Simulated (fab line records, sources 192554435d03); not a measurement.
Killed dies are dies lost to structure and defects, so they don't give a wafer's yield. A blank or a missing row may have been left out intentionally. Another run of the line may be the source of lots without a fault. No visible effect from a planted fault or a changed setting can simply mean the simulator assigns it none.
fab line records | flow n5-finfet
record: lots: 7 wafers: 21
route steps=1938 shown MOL_CONTACT_COAG@535 BEOL_M0_SAQP@686 BEOL_M0@720 BEOL_M2@845
start-h: start of the lot's first displayed wafer, in hours after the record's first day | wait-h: hours since the lot's step before | " unchanged from the row above | L1.1+2: several wafers, shown together as one row | - either no value or no given start | * or withheld: withheld | < > ~ a bound
route shown NAME@n: NAME is a module with steps in the file, n the number in the route of the first one | usual: mean and standard deviation over wafers with no fault | same: alike in all rows | chamber/n: place in a boat | sites: per-site readings | _std_site: standard deviation across them | _edge_site: mean of outer sites minus mean of inner sites | radius-mm: how far each site lies from the wafer's centre | mask NAME#n: copy n | behind: the most recent tool/chamber to have shaped the wafer | hold: what put the lot on hold/how long, in hours/how the hold closed | device: whichever transistor did not switch (one of n, p or np) | end of line: tests of these same wafers at the route's end | a step with no rows: only its recipe | killed: dies lost to structure and defects at the first sort, not the wafer's yield | map: the dies of a wafer, with x for killed, . for not killed, _ for no die there
set.NAME: setting as actually run; set.NAME@STEP: the setting as run at that earlier step | model.NAME: the simulator's own value behind a step, which no gauge read
lots run with intentionally changed settings; tables by step, rows by wafer
== steps ==
step: N5_MOL_CONTACT_COAG_CONTACT_ETCH_14
recipe: chemistry: C4F6/O2 target: SiO2 target-depth-a: 275 overetch-a: 85 mask-material: SOC pressure-mtorr: 30 source-w: 370 bias-w: 185 Ar_flow_sccm: 300 C4F6_flow_sccm: 16 O2_flow_sccm: 10 time-s: 20 ion-energy-ev: 259.6
columns lot.wafer tool chamber start-h wait-h set.time-s
L074.1 rie-diel-01 1 93.55 0.0 20
L074.2+3 " 3,2 " " 17.44
L076.1 rie-diel-01 2 102.91 0.0 20
L076.2+6 " 3,2 " " 23.88
L083.3+4 rie-diel-02 1,0 150.59 0.0 20
L083.5 " 3 " " 16.69
L089.1+4+5 rie-diel-01 0,3,0 183.95 0.0 20
L092.1 rie-diel-06 0 199.17 0.0 20
L092.4+6 " 2,1 " " 18.35
L095.1 rie-diel-02 3 214.90 0.0 20
L095.3+4 " 1,0 " " 18.58
L096.2+4+5 rie-diel-06 1,0,2 220.81 0.0 17.72
step: N5_MOL_CONTACT_COAG_STRIP_109
recipe: chemistry: C4F6/O2 resist: SiARC rf-frequency-hz: 6e+07
step: N5_MOL_CONTACT_COAG_ETCH_15
recipe: chemistry: CH3F/O2 target: SiNx target-depth-a: 70 mask-material: SOC stop-on: Si:P over-etch-frac: 0.75 ion-energy-ev: 120 pressure-mtorr: 30 source-w: 395 bias-w: 73 Ar_flow_sccm: 150 CH3F_flow_sccm: 30 O2_flow_sccm: 20
step: N5_MOL_CONTACT_COAG_ETCH_110
recipe: chemistry: CF4/O2 target: Si target-depth-a: 25 time-s: 8 pressure-mtorr: 100 source-w: 200 bias-w: 12 ion-energy-ev: 60 Ar_flow_sccm: 100 cf4-flow-sccm: 100 O2_flow_sccm: 10
columns lot.wafer tool chamber start-h wait-h set.dose-mj@MOL_CONTACT_COAG_EXPOSE_05 model.MOL_CONTACT_COAG.cd-offset-nm
L074.1+3 rie-diel-01 1,2 93.65 0.0 38.25 0
L074.2 " 3 " " 40.4 1.2
L076.1+6 rie-diel-01 2 103.00 0.0 38.25 -0.2
L076.2 " 3 " " 39.43 0.6
L083.3 rie-diel-02 1 150.68 0.0 41.01 1.8
L083.4 " 0 " " 38.25 0.2
L083.5 " 3 " " 38.25 -0.2
L089.1+4+5 rie-diel-01 0,3,0 184.05 0.0 38.25 -0.2
L092.1+4 rie-diel-06 0,2 199.26 0.0 35.56 -1.4
L092.6 " 1 " " 38.25 0.2
L095.1 rie-diel-02 3 214.99 0.0 38.25 -0.6
L095.3 " 1 " " 36.57 -1
L095.4 " 0 " " 38.25 -0.4
L096.2 rie-diel-06 1 220.91 0.0 38.25 0
L096.4 " 0 " " 37.12 -0.8
L096.5 " 2 " " 38.25 -0.4
step: N5_MOL_CONTACT_COAG_STRIP_98
recipe: chemistry: N2/H2 power-w: 500 temp-c: 40 pressure-mtorr: 50 rf-frequency-hz: 6e+07 overash-fraction: 0.3 bias-power-w: 8 h2-frac: 0.5 n2-flow-sccm: 300 h2-flow-sccm: 300
step: N5_MOL_CONTACT_COAG_CD_MEAS_99
recipe: target-cd-nm: 17.2 polarity: opening
usual: cd-nm: 17.1/0.33
columns lot.wafer tool chamber start-h wait-h set.dose-mj@MOL_CONTACT_COAG_EXPOSE_05 cd-nm
L074.1 cd-sem-01 - 93.76 - 38.25 17.3
L074.2 " - " " 40.4 18.3
L074.3 " - " " 38.25 17.4
L076.1 cd-sem-03 - 103.12 - 38.25 17.0
L076.2 " - " " 39.43 17.9
L076.6 " - " " 38.25 17.0
L083.3 cd-sem-01 - 150.80 - 41.01 19.1
L083.4 " - " " 38.25 17.4
L083.5 " - " " 38.25 16.9
L089.1 cd-sem-01 - 184.16 - 38.25 17.3
L089.4 " - " " 38.25 16.7
L089.5 " - " " 38.25 16.8
L092.1 cd-sem-02 - 199.38 - 35.56 15.6
L092.4 " - " " 35.56 15.7
L092.6 " - " " 38.25 17.3
L095.1 cd-sem-03 - 215.11 - 38.25 16.5
L095.3 " - " " 36.57 16.3
L095.4 " - " " 38.25 16.8
L096.2 cd-sem-01 - 221.03 - 38.25 16.8
L096.4 " - " " 37.12 16.5
L096.5 " - " " 38.25 17.0
step: N5_MOL_CONTACT_COAG_COAT_76
recipe: resist: SiARC temp-c: 220 time-s: 60 spin-rpm: 1500 resist-thk-nm: 10
columns lot.wafer tool chamber start-h wait-h set.spin-rpm model.SiARC_of_MOL_CONTACT_COAG_COAT_76.thk-nm
L074.1+2+3 litho-track-01 0 - - 1500 10
L076.1+2 litho-track-01 0 - - 1580 9.8
L076.6 " 0 " " 1500 10
L083.3+4+5 litho-track-02 0 - - 1456 10.2
L089.1+4+5 litho-track-01 0 - - 1500 10
L092.1+4+6 litho-track-02 0 - - 1500 10
L095.1 litho-track-05 0 - - 1500 10
L095.3+4 " 0 " " 1585 9.6
L096.2 litho-track-05 0 - - 1372 10.4
L096.4+5 " 0 " " 1500 10
step: N5_MOL_CONTACT_COAG_COAT_78
recipe: resist: CAR-EUV spin-rpm: 1500 resist-thk-nm: 40
columns lot.wafer tool chamber start-h wait-h set.spin-rpm model.CAR-EUV_of_MOL_CONTACT_COAG_COAT_78.thk-nm
L074.1 litho-track-01 0 - - 1500 39.8
L074.2 " 0 " " 1500 40
L074.3 " 0 " " 1578 38.8
L076.1+2 litho-track-01 0 - - 1359 42
L076.6 " 0 " " 1500 40
L083.3 litho-track-02 0 - - 1500 40
L083.4+5 " 0 " " 1632 38.4
L089.1+4+5 litho-track-01 0 - - 1500 40
L092.1+6 litho-track-02 0 - - 1500 39.8
L092.4 " 0 " " 1500 40
L095.1 litho-track-05 0 - - 1564 39
L095.3+4 " 0 " " 1564 39.2
L096.2+4+5 litho-track-05 0 - - 1500 40.2
step: N5_MOL_CONTACT_COAG_EBR_80
recipe: solvent: PGMEA ebr-width-mm: 1.5
step: N5_MOL_CONTACT_COAG_SOFTBAKE_79
recipe: temp-c: 110 time-s: 60 resist: CAR-EUV
step: N5_MOL_CONTACT_COAG_DESCUM_88
recipe: chemistry: O2 time-s: 7 source-power-w: 50 bias-power-w: 20 pressure-mtorr: 20 rf-frequency-hz: 2.712e+07 temp-c: 40 resist: CAR-EUV o2-flow-sccm: 225
columns lot.wafer tool chamber start-h wait-h set.spin-rpm@MOL_CONTACT_COAG_COAT_78 model.CAR-EUV_of_MOL_CONTACT_COAG_COAT_78.thk-nm
L074.1 rie-diel-02 3 102.49 0.1 1500 35.8
L074.2 " 0 " " 1500 36
L074.3 " 1 " " 1578 35
L076.1 rie-diel-01 0 115.87 0.2 1359 38
L076.2 " 1 " " 1359 38.2
L076.6 " 2 " " 1500 36.2
L083.3 rie-diel-01 0 158.66 0.0 1500 36
L083.4+5 " 1,3 " " 1632 34.4
L089.1+5 rie-diel-02 2 192.97 0.0 1500 36
L089.4 " 1 " " 1500 36.2
L092.1+4+6 rie-diel-02 1,0,2 208.84 0.1 1500 36
L095.1+3+4 rie-diel-02 0,3,1 223.33 0.0 1564 35.2
L096.2+4+5 rie-diel-02 1,0,2 230.88 0.0 1500 36.2
step: N5_MOL_CONTACT_COAG_ETCH_89
recipe: chemistry: N2/H2 target: underlayer target-depth-a: 130 mask-material: CAR-EUV time-s: 10.4 ion-energy-ev: 200 pressure-mtorr: 30 source-w: 840 bias-w: 150 n2-flow-sccm: 200 h2-flow-sccm: 200 ends: cleared
step: N5_MOL_CONTACT_COAG_ETCH_90
recipe: chemistry: CF4 target: SiARC target-depth-a: 130 mask-material: CAR-EUV time-s: 21.7 ion-energy-ev: 80 pressure-mtorr: 40 source-w: 545 bias-w: 36 Ar_flow_sccm: 100 cf4-flow-sccm: 100 ends: cleared
columns lot.wafer tool chamber start-h wait-h set.spin-rpm@MOL_CONTACT_COAG_COAT_76 set.spin-rpm@MOL_CONTACT_COAG_COAT_78 model.CAR-EUV_of_MOL_CONTACT_COAG_COAT_78.thk-nm model.etch.depth-nm
L074.1 rie-diel-02 3 102.54 0.0 1500 1500 16.8 9.938
L074.2 " 0 " " 1500 1500 16.8 9.98
L074.3 " 1 " " 1500 1578 15.8 9.962
L076.1 rie-diel-01 0 115.93 0.0 1580 1359 19.2 9.771
L076.2 " 1 " " 1580 1359 19.2 9.718
L076.6 " 2 " " 1500 1500 17 9.991
L083.3 rie-diel-01 0 158.72 0.0 1456 1500 16.8 10.15
L083.4 " 1 " " 1456 1632 15.2 10.16
L083.5 " 3 " " 1456 1632 15.2 10.15
L089.1 rie-diel-02 2 193.02 0.0 1500 1500 16.8 10.04
L089.4 " 1 " " 1500 1500 17 10.03
L089.5 " 2 " " 1500 1500 16.8 10.01
L092.1 rie-diel-02 1 208.89 0.0 1500 1500 16.8 9.971
L092.4 " 0 " " 1500 1500 16.8 9.984
L092.6 " 2 " " 1500 1500 16.8 9.976
L095.1 rie-diel-02 0 223.39 0.0 1500 1564 16.2 9.943
L095.3 " 3 " " 1585 1564 16.4 9.69
L095.4 " 1 " " 1585 1564 16.4 9.661
L096.2 rie-diel-02 1 230.93 0.0 1372 1500 16.6 10.38
L096.4 " 0 " " 1500 1500 17.2 9.94
L096.5 " 2 " " 1500 1500 17.2 9.944
step: N5_MOL_CONTACT_COAG_ALD_131
recipe: material: SiO2 target-thk-a: 50 temp-c: 100 ald-precursor-family: BDEAS ald-co-reactant: O2-plasma pulse-time-s: 1 co-reactant-pulse-time-s: 1 purge-time-s: 2 co-reactant-purge-time-s: 2 ald-cycles: 35 pressure-torr: 2
step: N5_MOL_CONTACT_COAG_ETCHBACK_132
recipe: chemistry: CHF3 target: SiO2 target-depth-a: 100 time-s: 6.7 ion-energy-ev: 200 pressure-mtorr: 30 source-w: 610 bias-w: 170 Ar_flow_sccm: 200 CHF3_flow_sccm: 50
step: N5_MOL_CONTACT_COAG_ETCH_91
recipe: chemistry: N2/H2 target: SOC target-depth-a: 600 overetch-a: 210 mask-material: SiARC temp-c: 40 time-s: 101.2 ion-energy-ev: 200 pressure-mtorr: 30 source-w: 840 bias-w: 150 n2-flow-sccm: 200 h2-flow-sccm: 200
columns lot.wafer tool chamber start-h wait-h set.spin-rpm@MOL_CONTACT_COAG_COAT_76 model.SiARC_of_MOL_CONTACT_COAG_COAT_76.thk-nm
L074.1+2+3 rie-diel-02 2,3,0 102.84 0.0 1500 5.8
L076.1+2 rie-diel-02 3,2 116.42 0.0 1580 5.6
L076.6 " 2 " " 1500 6
L083.3+4+5 rie-diel-02 3,2,0 159.02 0.0 1456 6
L089.1+5 rie-diel-06 0,2 193.31 0.0 1500 5.8
L089.4 " 1 " " 1500 6
L092.1+4+6 rie-diel-02 2,1,3 209.18 0.0 1500 5.8
L095.1 rie-diel-01 2 224.21 0.0 1500 5.8
L095.3 " 1 " " 1585 5.6
L095.4 " 3 " " 1585 5.4
L096.2 rie-diel-02 3 231.22 0.0 1372 6.2
L096.4+5 " 0 " " 1500 5.8
step: N5_BEOL_M0_SAQP_EXPOSE_37
recipe: mask-id: M0_CUT1 na: 0.33 source-shape: annular sigma-inner: 0.35 sigma-outer: 0.8 polarization: unpolarized target-cd-nm: 30 dose-mj: 44.75
columns lot.wafer tool chamber start-h wait-h mask set.dose-mj
L074.1+2 euv-scanner-02 0 115.86 - M0_CUT1#0 44.75
L074.3 " 0 " " M0_CUT1#0 42.89
L076.1+6 euv-scanner-02 0 129.12 - M0_CUT1#0 44.75
L076.2 " 0 " " M0_CUT1#0 47.31
L083.3+4 euv-scanner-01 0 171.59 - M0_CUT1#0 44.75
L083.5 " 0 " " M0_CUT1#0 42.94
L089.1+4+5 euv-scanner-01 0 206.63 - M0_CUT1#0 44.75
L092.1+4+6 euv-scanner-02 0 221.94 - M0_CUT1#0 44.75
L095.1+3+4 euv-scanner-02 0 236.23 - M0_CUT1#0 44.75
L096.2+5 euv-scanner-01 0 243.24 - M0_CUT1#0 41.48
L096.4 " 0 " " M0_CUT1#0 44.75
step: N5_BEOL_M0_SAQP_PEB_38
recipe: peb-temp-c: 100 peb-time-s: 60 resist: CAR-EUV
step: N5_BEOL_M0_SAQP_DEVELOP_39
recipe: develop-time-s: 30 developer: TMAH resist: CAR-EUV rinse-liquid: surfactant-rinse dry: air-spin dev-temp-c: 23
step: N5_BEOL_M0_SAQP_CD_MEAS_40
recipe: target-cd-nm: 30 landing-energy-ev: 500 detector: se-inlens
usual: cd-nm: 29.98/0.24
columns lot.wafer tool chamber start-h wait-h set.dose-mj@BEOL_M0_SAQP_EXPOSE_37 cd-nm
L074.1 cd-sem-02 0 116.00 - 44.75 30.12
L074.2 " 0 " " 44.75 30.15
L074.3 " 0 " " 42.89 29.06
L076.1 cd-sem-02 0 129.26 - 44.75 30.21
L076.2 " 0 " " 47.31 31.22
L076.6 " 0 " " 44.75 30.05
L083.3 cd-sem-01 0 171.71 - 44.75 29.61
L083.4 " 0 " " 44.75 30.04
L083.5 " 0 " " 42.94 29.02
L089.1 cd-sem-02 0 206.77 - 44.75 30.13
L089.4 " 0 " " 44.75 29.53
L089.5 " 0 " " 44.75 29.83
L092.1 cd-sem-02 0 222.07 - 44.75 29.87
L092.4 " 0 " " 44.75 29.81
L092.6 " 0 " " 44.75 30.02
L095.1 cd-sem-03 0 236.36 - 44.75 30.16
L095.3 " 0 " " 44.75 30.17
L095.4 " 0 " " 44.75 29.97
L096.2 cd-sem-01 0 243.36 - 41.48 28.19
L096.4 " 0 " " 44.75 29.93
L096.5 " 0 " " 41.48 28.53
step: N5_BEOL_M0_SAQP_DESCUM_45
recipe: chemistry: O2 time-s: 7 source-power-w: 50 bias-power-w: 20 pressure-mtorr: 20 rf-frequency-hz: 2.712e+07 temp-c: 40 resist: CAR-EUV o2-flow-sccm: 225
columns lot.wafer tool chamber start-h wait-h set.dose-mj@BEOL_M0_SAQP_EXPOSE_37 model.BEOL_M0_SAQP.cd-nm
L074.1 rie-diel-03 3 116.19 0.1 44.75 29.6
L074.2 " 2 " " 44.75 29.8
L074.3 " 0 " " 42.89 28.8
L076.1+6 rie-diel-03 1,0 129.39 0.0 44.75 29.8
L076.2 " 0 " " 47.31 31.2
L083.3 rie-diel-05 3 171.83 0.0 44.75 29.8
L083.4 " 1 " " 44.75 30
L083.5 " 3 " " 42.94 28.8
L089.1 rie-diel-05 3 206.89 0.0 44.75 30
L089.4+5 " 0,2 " " 44.75 29.8
L092.1 rie-diel-03 3 222.21 0.0 44.75 29.6
L092.4+6 " 2,1 " " 44.75 29.8
L095.1 rie-diel-04 2 236.49 0.0 44.75 30.2
L095.3+4 " 3,1 " " 44.75 30
L096.2 rie-diel-05 1 243.49 0.0 41.48 28.4
L096.4 " 1 " " 44.75 30
L096.5 " 0 " " 41.48 28.2
step: N5_BEOL_M0_SAQP_ETCH_88
recipe: chemistry: N2/H2 target: underlayer target-depth-a: 65 time-s: 5.2 ion-energy-ev: 200 mask-material: CAR-EUV pressure-mtorr: 30 source-w: 840 bias-w: 150 n2-flow-sccm: 200 h2-flow-sccm: 200 ends: cleared
columns lot.wafer tool chamber start-h wait-h set.dose-mj@BEOL_M0_SAQP_EXPOSE_37 model.BEOL_M0_SAQP.cd-nm
L074.1 rie-diel-03 3 116.22 0.0 44.75 29.6
L074.2 " 2 " " 44.75 29.8
L074.3 " 0 " " 42.89 28.8
L076.1 rie-diel-03 1 129.43 0.0 44.75 30
L076.2 " 0 " " 47.31 31
L076.6 " 0 " " 44.75 29.8
L083.3 rie-diel-05 3 171.86 0.0 44.75 29.6
L083.4 " 1 " " 44.75 30
L083.5 " 3 " " 42.94 28.6
L089.1+4+5 rie-diel-05 3,0,2 206.92 0.0 44.75 29.8
L092.1 rie-diel-03 3 222.24 0.0 44.75 29.6
L092.4+6 " 2,1 " " 44.75 29.8
L095.1 rie-diel-04 2 236.52 0.0 44.75 30.2
L095.3+4 " 3,1 " " 44.75 30
L096.2 rie-diel-05 1 243.52 0.0 41.48 28.4
L096.4 " 1 " " 44.75 30
L096.5 " 0 " " 41.48 28.2
step: N5_BEOL_M0_SAQP_ETCH_73
recipe: chemistry: CF4 target: SiARC target-depth-a: 195 mask-material: CAR-EUV time-s: 32.5 ion-energy-ev: 80 pressure-mtorr: 40 source-w: 545 bias-w: 36 Ar_flow_sccm: 100 cf4-flow-sccm: 100 ends: cleared
columns lot.wafer tool chamber start-h wait-h set.dose-mj@BEOL_M0_SAQP_EXPOSE_37 model.BEOL_M0_SAQP.cd-nm
L074.1 rie-diel-03 3 116.24 0.0 44.75 29.6
L074.2 " 2 " " 44.75 29.8
L074.3 " 0 " " 42.89 28.8
L076.1+6 rie-diel-03 1,0 129.44 0.0 44.75 29.8
L076.2 " 0 " " 47.31 31.2
L083.3 rie-diel-05 3 171.88 0.0 44.75 29.6
L083.4 " 1 " " 44.75 30
L083.5 " 3 " " 42.94 28.4
L089.1 rie-diel-05 3 206.94 0.0 44.75 29.8
L089.4+5 " 0,2 " " 44.75 29.6
L092.1 rie-diel-03 3 222.26 0.0 44.75 29.4
L092.4 " 2 " " 44.75 30
L092.6 " 1 " " 44.75 29.6
L095.1+3 rie-diel-04 2,3 236.54 0.0 44.75 30.2
L095.4 " 1 " " 44.75 30
L096.2 rie-diel-05 1 243.54 0.0 41.48 28.4
L096.4 " 1 " " 44.75 30
L096.5 " 0 " " 41.48 28.2
step: N5_BEOL_M0_ETCH_128
recipe: chemistry: CF4/N2 target-depth-a: 120 overetch-a: 51 target: SiCN time-s: 21.4 ion-energy-ev: 150 pressure-mtorr: 40 source-w: 430 bias-w: 70 Ar_flow_sccm: 100 cf4-flow-sccm: 60 n2-flow-sccm: 60
usual: rf-vpp-V: 382.6/2.1
columns lot.wafer tool chamber start-h wait-h set.source-w rf-vpp-V
L074.1 rie-diel-02 1 120.04 0.9 378.7 400.2
L074.2 " 2 " " 430 386.1
L074.3 " 3 " " 430 379.7
L076.1 rie-diel-02 0 133.88 1.2 430 383.7
L076.2 " 3 " " 430 381.6
L076.6 " 3 " " 430 380.4
L083.3 rie-diel-06 3 174.19 0.0 356.4 410.6
L083.4 " 0 " " 356.4 410.6
L083.5 " 3 " " 430 385.8
L089.1 rie-diel-02 2 211.31 0.0 430 385.7
L089.4 " 0 " " 430 383.2
L089.5 " 1 " " 430 382.7
L092.1 rie-diel-01 3 225.43 0.1 430 382.3
L092.4 " 0 " " 430 378.8
L092.6 " 0 " " 430 379.3
L095.1 rie-diel-06 3 239.27 0.0 389.7 397.8
L095.3 " 1 " " 389.7 393.0
L095.4 " 0 " " 430 385.5
L096.2 rie-diel-02 1 247.84 0.0 430 384.2
L096.4 " 3 " " 430 380.5
L096.5 " 3 " " 366.3 401.8
step: N5_BEOL_M0_TRENCH_ETCH_107
recipe: chemistry: C4F6/O2 target-depth-a: 328 target: SiOC time-s: 16.4 ion-energy-ev: 250 pressure-mtorr: 30 source-w: 355 bias-w: 185 Ar_flow_sccm: 300 C4F6_flow_sccm: 10 O2_flow_sccm: 10
columns lot.wafer tool chamber start-h wait-h set.target-depth-a model.BEOL_M0.feature-depth-nm
L074.1 rie-diel-02 1 120.08 0.0 328 33.2
L074.2+3 " 2,3 " " 328 32.6
L076.1 rie-diel-02 0 133.92 0.0 328 33.2
L076.2 " 3 " " 295.8 30
L076.6 " 3 " " 328 33
L083.3 rie-diel-06 3 174.23 0.0 359.3 36
L083.4 " 0 " " 328 32.8
L083.5 " 3 " " 328 33
L089.1 rie-diel-02 2 211.35 0.0 328 32.4
L089.4+5 " 0,1 " " 328 32.8
L092.1 rie-diel-01 3 225.47 0.0 315.4 30.8
L092.4+6 " 0 " " 315.4 31.6
L095.1+4 rie-diel-06 3,0 239.32 0.0 328 33
L095.3 " 1 " " 328 32.4
L096.2 rie-diel-02 1 247.88 0.0 328 32.8
L096.4+5 " 3 " " 328 32.6
step: N5_BEOL_M0_STRIP_142
recipe: chemistry: N2/H2 time-s: 10 power-w: 450 temp-c: 40 pressure-mtorr: 20 rf-frequency-hz: 6e+07 bias-power-w: 7 n2-flow-sccm: 200 h2-flow-sccm: 200
step: N5_BEOL_M0_OCD_MEAS_108
usual: trench-depth-nm: 32.7/0.51
columns lot.wafer tool chamber start-h wait-h set.target-depth-a@BEOL_M0_TRENCH_ETCH_107 trench-depth-nm
L074.1 ocd-02 - 120.19 0.1 328 33.1
L074.2 " - " " 328 32.2
L074.3 " - " " 328 32.5
L076.1 ocd-02 - 134.03 0.1 328 33.0
L076.2 " - " " 295.8 29.7
L076.6 " - " " 328 32.8
L083.3 ocd-01 - 174.34 0.1 359.3 36.3
L083.4 " - " " 328 32.9
L083.5 " - " " 328 33.3
L089.1 ocd-01 - 211.45 0.1 328 32.5
L089.4 " - " " 328 33.3
L089.5 " - " " 328 32.7
L092.1 ocd-02 - 225.57 0.1 315.4 30.4
L092.4 " - " " 315.4 31.5
L092.6 " - " " 315.4 31.2
L095.1 ocd-02 - 239.42 0.1 328 33.2
L095.3 " - " " 328 33.0
L095.4 " - " " 328 33.5
L096.2 ocd-01 - 247.99 0.1 328 32.6
L096.4 " - " " 328 32.7
L096.5 " - " " 328 32.5
step: N5_BEOL_M2_COAT_61
recipe: resist: SOC temp-c: 250 time-s: 60 spin-rpm: 1500 resist-thk-nm: 60
columns lot.wafer tool chamber start-h wait-h set.spin-rpm model.SOC_of_BEOL_M2_COAT_61.thk-nm
L074.1+2 litho-track-03 0 132.60 0.1 1500 60
L074.3 " 0 " " 1414 61.8
L076.1 litho-track-03 0 149.04 0.1 1450 61.2
L076.2+6 " 0 " " 1500 60.2
L083.3+4+5 litho-track-04 0 192.37 0.1 1500 59.6
L089.1+4+5 litho-track-04 0 225.42 0.1 1500 59.6
L092.1 litho-track-02 0 243.32 0.1 1632 57.4
L092.4 " 0 " " 1632 57.6
L092.6 " 0 " " 1500 59.8
L095.1+4 litho-track-04 0 254.64 0.1 1500 60
L095.3 " 0 " " 1500 60.2
L096.2+5 litho-track-04 0 265.54 0.1 1500 60
L096.4 " 0 " " 1376 62.6
== key ==
split: step: N5_MOL_CONTACT_COAG_CONTACT_ETCH_14 setting: time-s stated: 20 by: wafer
response none clear
split: step: N5_MOL_CONTACT_COAG_COAT_76 setting: spin-rpm stated: 1500 by: wafer
response: step: N5_MOL_CONTACT_COAG_COAT_76 reading: model.SiARC_of_MOL_CONTACT_COAG_COAT_76.thk-nm change: -0.0506 per: 1% r: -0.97
response: step: N5_MOL_CONTACT_COAG_ETCH_90 reading: model.etch.depth-nm change: -0.0491 per: 1% r: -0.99
response: step: N5_MOL_CONTACT_COAG_ETCH_91 reading: model.SiARC_of_MOL_CONTACT_COAG_COAT_76.thk-nm change: -0.0543 per: 1% r: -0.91
split: step: N5_MOL_CONTACT_COAG_COAT_78 setting: spin-rpm stated: 1500 by: wafer
response: step: N5_MOL_CONTACT_COAG_COAT_78 reading: model.CAR-EUV_of_MOL_CONTACT_COAG_COAT_78.thk-nm change: -0.2 per: 1% r: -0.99
response: step: N5_MOL_CONTACT_COAG_DESCUM_88 reading: model.CAR-EUV_of_MOL_CONTACT_COAG_COAT_78.thk-nm change: -0.19 per: 1% r: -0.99
response: step: N5_MOL_CONTACT_COAG_ETCH_90 reading: model.CAR-EUV_of_MOL_CONTACT_COAG_COAT_78.thk-nm change: -0.207 per: 1% r: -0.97
split: step: N5_BEOL_M0_SAQP_EXPOSE_37 setting: dose-mj stated: 44.75 by: wafer
response: step: N5_BEOL_M0_SAQP_CD_MEAS_40 reading: cd-nm change: +0.212 per: 1% r: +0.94
response: step: N5_BEOL_M0_SAQP_DESCUM_45 reading: model.BEOL_M0_SAQP.cd-nm change: +0.239 per: 1% r: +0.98
response: step: N5_BEOL_M0_SAQP_ETCH_88 reading: model.BEOL_M0_SAQP.cd-nm change: +0.228 per: 1% r: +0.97
response: step: N5_BEOL_M0_SAQP_ETCH_73 reading: model.BEOL_M0_SAQP.cd-nm change: +0.249 per: 1% r: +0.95
split: step: N5_BEOL_M0_ETCH_128 setting: source-w stated: 430 by: wafer
response: step: N5_BEOL_M0_ETCH_128 reading: rf-vpp-V change: -1.36 per: 1% r: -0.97
split: step: N5_BEOL_M0_TRENCH_ETCH_107 setting: target-depth-a stated: 328 by: wafer
response: step: N5_BEOL_M0_TRENCH_ETCH_107 reading: model.BEOL_M0.feature-depth-nm change: +0.32 per: 1% r: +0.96
response: step: N5_BEOL_M0_OCD_MEAS_108 reading: trench-depth-nm change: +0.332 per: 1% r: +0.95
split: step: N5_BEOL_M2_COAT_61 setting: spin-rpm stated: 1500 by: wafer
response: step: N5_BEOL_M2_COAT_61 reading: model.SOC_of_BEOL_M2_COAT_61.thk-nm change: -0.292 per: 1% r: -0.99
split outside-this-file step=N5_MOL_CONTACT_COAG_EXPOSE_05 setting=dose-mj
split outside-this-file: this setting was split too, and the file shows its column; the key of that split is in another file
